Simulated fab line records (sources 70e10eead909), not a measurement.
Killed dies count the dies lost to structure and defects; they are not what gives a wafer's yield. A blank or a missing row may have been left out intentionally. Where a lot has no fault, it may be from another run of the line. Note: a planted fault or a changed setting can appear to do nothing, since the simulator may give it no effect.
8D (eight disciplines) problem report, filled in by code	flow nand-harc	the parts of the form that need people (team, actions taken, sign-off) are left out

## 1. WHAT IS WRONG
thk-nm at NHARC_A_ONON_D2_THK_MEAS_05 reads a mean of 1653 nm on 6 wafers of 2 lots; wafers without a fault read 1001 nm with a standard deviation of 8.4. Relative to the usual mean, that is a shift of +78 standard deviations.
The step: measures by ellipsometry.
Seen first at day 20 13:10 on film-metro-01, wafer L572.1. Wafers with a number at this step in the record: 42, from 14 lots. By rule, "out" or "out of limits" means more than 4 standard deviations away from the usual mean. The other wafers with a number count as sound.

## 2. WHAT IT IS, WHAT IT ISN'T
question	is	is not
which readings at this step	thk-nm	-
which lots	L572, L573	L552, L553, L554, L555, L556, L557, L558, L559, L562, L564, L566, L568
which wafers of those lots	all that have a number	-
read on which gauges	film-metro-01	film-metro-02
when	from day 20 13:10	up to then (36 sound wafers)

## 3. SUSPECTS, AND WHAT RULES EACH OUT
Counting: a tool at any process step up to the reading remains a suspect when it ran all the lots that are out and ran no sound lot after the first of those.
- ruled out: the gauge at NHARC_A_ONON_D2_THK_MEAS_05. All the wafers that are out were read on film-metro-01, but those of them that NHARC_END_SORT_01 has rows for are out there too, on other tools.
- pecvd-onon-04 at NHARC_A_ONON_D2_DEP_03 (target thk 1000 nm): kept. It processed each lot that is out, first L572 at day 20 12:40, and no sound lot thereafter; up to then, the last sound lot it processed was L568 at day 19 07:25.
After counting, what remains is pecvd-onon-04 at NHARC_A_ONON_D2_DEP_03.

## 4. THE CAUSE (what the simulator had put in)
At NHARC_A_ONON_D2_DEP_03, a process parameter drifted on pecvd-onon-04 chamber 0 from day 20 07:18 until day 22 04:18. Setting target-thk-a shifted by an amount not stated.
The count eliminated every tool but this one.

## 5. SEQUENCE OF EFFECTS, ordered by route
Each row: a reading whose mean over the struck wafers that have a number lies more than 3 standard deviations from the usual. Only readings for which the record gives a usual standard deviation are gone through. hours: the time from each lot's start at the first step in this table that gives one to its start at this step, as a median over the lots. sigmas: the change in usual standard deviations.
hours	step	reading	usual	on struck wafers	change	sigmas
0	NHARC_A_ONON_D2_THK_MEAS_05	thk-nm	1001 nm	1653	+652	+78
289	NHARC_END_SORT_01	killed-at-array	41	670	+629	+63
289	NHARC_END_SORT_01	killed-dies	46	677	+631	+63

## 6. WHAT WOULD HAVE CAUGHT IT SOONER
Counted from the fault's start at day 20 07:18, it took 6 hours until the first out-of-limits reading at a measuring or inspecting step in this record, taken at day 20 13:10.
Among the 2 lots that are out, L573 began NHARC_A_ONON_D2_DEP_03 on pecvd-onon-04 after day 20 13:10. Holding the tool at that time would have saved it.
